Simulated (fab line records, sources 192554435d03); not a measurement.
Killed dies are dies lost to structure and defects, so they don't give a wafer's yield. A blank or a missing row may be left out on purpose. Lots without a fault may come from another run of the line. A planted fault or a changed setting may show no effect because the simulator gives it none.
Chamber matching | flow n5_finfet | N5_MOL_CONTACT_COAG_STRIP_96 on rie_diel-01: 4 sister chambers
The step strips in N2/H2. 4 wafers are shown with their chamber, then 8 later ones without.

WAFERS WITH THEIR CHAMBER
wafer  | chamber | showerhead_plenum_p_Torr (Torr)
L083.1 | 3       | 3.54
L083.2 | 0       | 3.35
L083.4 | 2       | 3.23
L087.2 | 1       | 3.46

WAFERS WITHOUT THEIR CHAMBER
wafer  | showerhead_plenum_p_Torr (Torr)
L087.4 | 3.34
L087.6 | 3.34
L088.1 | 3.22
L088.2 | 3.54
L088.5 | 3.54
L094.2 | 3.33
L094.5 | 3.33
L094.6 | 3.45

WHICH CHAMBER EACH WENT THROUGH
wafer  | from the rows above | in truth
L087.4 | 0                   | 0
L087.6 | 0                   | 0
L088.1 | 2                   | 2
L088.2 | 3                   | 3
L088.5 | 3                   | 3
L094.2 | 0                   | 0
L094.5 | 0                   | 0
L094.6 | 1                   | 1
Placed correctly: 8 of 8. Can't be placed from these rows: 0. Placed wrongly: 0.
How it was worked out, from the rows above alone: a wafer's distance from a chamber is the root of the sum, over the readings, of the square of ((its reading less the chamber's mean) divided by the reading's scatter). The wafer belongs to the nearest chamber; if the next one is less than 2 further off, it can't be placed. A chamber's mean is the mean of its shown wafers. The scatter: with one shown wafer a chamber, the root of the mean of the squares of how far each hidden wafer lies from its nearest shown one.
